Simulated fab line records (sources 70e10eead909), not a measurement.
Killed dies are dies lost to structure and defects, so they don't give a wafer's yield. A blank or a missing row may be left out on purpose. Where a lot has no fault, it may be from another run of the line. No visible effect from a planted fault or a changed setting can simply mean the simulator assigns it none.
Matching of chambers | flow nand-harc | 3 sister chambers for NHARC_P_M0_PRE_CLEAN_31 on pecvd-04
The step time 12 s. 3 wafers are shown with their chamber, then 12 later ones without.

EACH WAFER AND ITS CHAMBER
wafer  | chamber | heater-power-w (W)
L093.4 | 0       | 615
L093.5 | 2       | 624
L093.6 | 1       | 628

WAFERS WITH NO CHAMBER GIVEN
wafer  | heater-power-w (W)
L092.2 | 609
L092.3 | 596
L092.5 | 601
L095.1 | 630
L095.2 | 533
L095.4 | 525
L096.3 | 602
L096.5 | 621
L096.6 | 611
L097.1 | 563
L097.2 | 516
L097.6 | 602

EACH ONE'S CHAMBER
wafer  | from the rows above          | in truth
L092.2 | can't be placed: 0 or 2 or 1 | 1
L092.3 | can't be placed: 0 or 2 or 1 | 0
L092.5 | can't be placed: 0 or 2 or 1 | 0
L095.1 | can't be placed: 1 or 2 or 0 | 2
L095.2 | can't be placed: 0 or 2 or 1 | 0
L095.4 | can't be placed: 0 or 2 or 1 | 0
L096.3 | can't be placed: 0 or 2 or 1 | 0
L096.5 | can't be placed: 2 or 0 or 1 | 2
L096.6 | can't be placed: 0 or 2 or 1 | 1
L097.1 | can't be placed: 0 or 2 or 1 | 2
L097.2 | can't be placed: 0 or 2 or 1 | 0
L097.6 | can't be placed: 0 or 2 or 1 | 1
Correctly placed: 0 of 12. These rows do not allow placing 12 (true chamber among the candidates in 12). Number placed wrongly: 0.
How it was worked out, from the rows above alone: a wafer's distance from a chamber is the root of the sum, over the readings, of the square of ((its reading less the chamber's mean) divided by the reading's scatter). If the next closest chamber is less than 2 further off than the closest, the wafer can't be placed; otherwise it belongs to the closest. For every chamber, the mean is computed from those of its wafers that are shown. The scatter: root of mean squared gap, hidden wafer to nearest shown wafer, with one shown wafer a chamber.
